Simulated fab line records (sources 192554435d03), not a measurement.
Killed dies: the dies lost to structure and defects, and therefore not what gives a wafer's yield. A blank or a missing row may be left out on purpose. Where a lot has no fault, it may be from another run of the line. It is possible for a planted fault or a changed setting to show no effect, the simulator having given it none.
Split-lot experiment | flow n5Finfet | 21 wafers read across 7 lots, on a route 1938 steps long

## THE SPLIT ITSELF
At N5_BEOL_M3_TRENCH_ETCH_37 (etches SiOC in C4F6/O2, target depth 55.555 nm, time 29.2 s), the setting sourceW was moved away from the recipe's 355 W on 6 of the 21 wafers read, by -17.8% to +17.0%. For the rest of the wafers, this setting stayed at what the recipe calls for.

## FROM THE SPLIT TO THE READING: what the file shows between them, 2 steps
- N5_BEOL_M3_ETCH_41: etches SiCN in CH3F/O2, target depth 29.9 nm, time 52.5 s
- N5_BEOL_M3_STRIP_97: strips in N2/H2, time 10 s

## THE READING
trenchDepthNm, in nm, at N5_BEOL_M3_OCD_MEAS_38. Fault-free wafers of this fab line usually give 55.3 nm, standard deviation 1.1 nm.

wafer  | tool, chamber at the split | sourceW as run, W | against the recipe | trenchDepthNm, nm | against lot-mates on the recipe
L075.1 | rieDiel-01, 1              | 355               | recipe             | 56.9              | -
L075.5 | rieDiel-01, 2              | 355               | recipe             | 54.9              | -
L075.6 | rieDiel-01, 1              | 415.2             | +17.0%             | 59.8              | +3.9
L079.2 | rieDiel-03, 0              | 355               | recipe             | 54.0              | -
L079.4 | rieDiel-03, 3              | 355               | recipe             | 54.1              | -
L079.6 | rieDiel-03, 0              | 291.9             | -17.8%             | 50.1              | -3.9
L078.3 | rieDiel-01, 0              | 355               | recipe             | 53.3              | -
L078.5 | rieDiel-01, 1              | 355               | recipe             | 55.1              | -
L078.6 | rieDiel-01, 2              | 384.4             | +8.3%              | 56.6              | +2.4
L085.1 | rieDiel-04, 0              | 394.8             | +11.2%             | 57.2              | +2.2
L085.2 | rieDiel-04, 3              | 355               | recipe             | 54.4              | -
L085.3 | rieDiel-04, 1              | 355               | recipe             | 55.7              | -
L091.3 | rieDiel-04, 2              | 355               | recipe             | 54.6              | -
L091.4 | rieDiel-04, 1              | 323.3             | -8.9%              | 51.9              | -2.7
L091.5 | rieDiel-04, 3              | 323.3             | -8.9%              | 52.5              | -2.1
L092.2 | rieDiel-04, 2              | 355               | recipe             | 54.8              | -
L092.3 | rieDiel-04, 3              | 355               | recipe             | 55.0              | -
L092.5 | rieDiel-04, 2              | 355               | recipe             | 54.2              | -
L093.3 | rieDiel-03, 0              | 355               | recipe             | 57.0              | -
L093.4 | rieDiel-03, 1              | 355               | recipe             | 56.3              | -
L093.5 | rieDiel-03, 0              | 355               | recipe             | 56.9              | -

FIT RESULTS
A straight line over all 21 wafers: trenchDepthNm changes by +0.268 nm for each +1% of sourceW; r = +0.88; the points scatter about the line by 1 nm.
The same after taking each lot's own level away (the mean of its wafers on the recipe; 21 wafers): +0.233 nm for each +1%; r = +0.95; scatter 0.56 nm.
Per that fit: largest sourceW move, reading shift of 4.1 nm.
Measured against the standard deviation above, the lots' own levels, which go from 54.05 to 56.73 nm, span 2.4 times it.
Thus the slope moves with the lot-to-lot level: the two fits are different.
Check: with one of the wafers moved furthest among these (-17.8%) left out of the fit, the line predicts -4.3 nm for it against its lot-mates. Against them it came out at -3.95 nm.
Tool readings at the split's step, against how far the setting was moved: rfVppV r = -0.92.

## THE OTHER SPLITS THESE WAFERS WENT THROUGH
Before the reading, these wafers also passed through other splits. Each is held against what the fit with the lots' levels taken away leaves over:
other split on the same wafers            | wafers away from the commonest value | r with trenchDepthNm (lot level and that fit taken away)
N5_BEOL_M0_SAQP_SPACER2_ALD_26 targetThkA | 9                                    | -0.24
N5_BEOL_M2_DESCUM_33 timeS                | 9                                    | +0.03
N5_BEOL_M2_TRENCH_ETCH_37 timeS           | 8                                    | -0.07
N5_BEOL_M2_SPUTTER_96 timeS               | 2                                    | +0.19

## THE WHOLE CHAIN: every reading that the file lists as answering this split, in the file's order
step                      | what it does                                                | reading                                                                 | change (the file's fit)               | r (the file's)
N5_BEOL_M3_TRENCH_ETCH_37 | etches SiOC in C4F6/O2, target depth 55.555 nm, time 29.2 s | rfVppV                                                                  | -3.18 V for each +1% of the setting   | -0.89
N5_BEOL_M3_TRENCH_ETCH_37 | etches SiOC in C4F6/O2, target depth 55.555 nm, time 29.2 s | etch.depthNm (the simulator's own value, which no gauge read)           | +0.219 nm for each +1% of the setting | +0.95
N5_BEOL_M3_TRENCH_ETCH_37 | etches SiOC in C4F6/O2, target depth 55.555 nm, time 29.2 s | BEOL_M3.featureDepthNm (the simulator's own value, which no gauge read) | +0.219 nm for each +1% of the setting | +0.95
N5_BEOL_M3_OCD_MEAS_38    |                                                             | trenchDepthNm                                                           | +0.23 nm for each +1% of the setting  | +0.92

## THE FILE'S OWN FIT
trenchDepthNm changes by +0.23 nm for each +1% of sourceW, r = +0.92.
